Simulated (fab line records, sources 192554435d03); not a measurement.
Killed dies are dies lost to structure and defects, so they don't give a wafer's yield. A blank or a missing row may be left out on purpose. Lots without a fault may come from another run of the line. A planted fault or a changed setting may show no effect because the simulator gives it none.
Which tool did it? | flow n5_finfet | 10 lots, 28 wafers sampled, at 2 steps of a route of 1938

WHAT THE GAUGES READ, wafer by wafer
N5_HKMG_FIN_INSPECT_28: inspects for defects (darkfield).
lot  | measured    | on                | raw_defect_count
L493 | day 4 06:43 | defect_inspect-02 | 45 25 29
L495 | day 4 19:58 | defect_inspect-02 | 32 30 22
L497 | day 5 06:42 | defect_inspect-02 | 42 26 25
L500 | day 6 01:25 | defect_inspect-02 | 23 32 26
L501 | day 6 05:35 | defect_inspect-01 | 50 53 55
L502 | day 6 11:46 | defect_inspect-02 | 16 70 29
L503 | day 6 21:19 | defect_inspect-01 | 35 36
L506 | day 7 16:05 | defect_inspect-01 | 29 34
L513 | day 9 05:25 | defect_inspect-02 | 36 30 52
L514 | day 9 12:49 | defect_inspect-02 | 40 43 43

WHICH TOOL RAN EACH LOT (tool, then ch and the chambers of the sampled wafers, then the start)
lot  | N5_HKMG_FIN_ETCH_35
L493 | rie_diel-02 ch 0,1, day 4 02:28
L495 | rie_diel-06 ch 1,2,3, day 4 15:37
L497 | rie_diel-03 ch 0,1,2, day 5 02:34
L500 | rie_diel-06 ch 0,2,3, day 5 21:16
L501 | rie_diel-02 ch 0,1, day 6 01:29
L502 | rie_diel-03 ch 1,3, day 6 07:42
L503 | rie_diel-02 ch 1,2, day 6 16:59
L506 | rie_diel-03 ch 0,2, day 7 12:00
L513 | rie_diel-06 ch 0,1,2, day 9 01:17
L514 | rie_diel-02 ch 1,2,3, day 9 08:24
- N5_HKMG_FIN_ETCH_35: etches SOC in N2/H2, target depth 215.8 nm, time 243.4 s.

THE ANSWER, worked out from the rows above alone
Rule: what is usual is taken from the lots themselves. Put in order of their means at a reading, lots are off if they are a third of the lots or fewer, leave a main group of 4 or more, and stand apart from it by a gap of 3 or more times the standard deviation of the main group's means; of several such gaps the widest counts. A main group whose means are all the same, to the digits that the tables above print for the reading, isn't used. A lot without any number at a reading at which 4 lots or more have one is off too. The other lots that the step has rows for count as sound.
No lot is off at any reading shown: from this, nothing can be told.

WHAT THE SIMULATOR HAD PUT IN
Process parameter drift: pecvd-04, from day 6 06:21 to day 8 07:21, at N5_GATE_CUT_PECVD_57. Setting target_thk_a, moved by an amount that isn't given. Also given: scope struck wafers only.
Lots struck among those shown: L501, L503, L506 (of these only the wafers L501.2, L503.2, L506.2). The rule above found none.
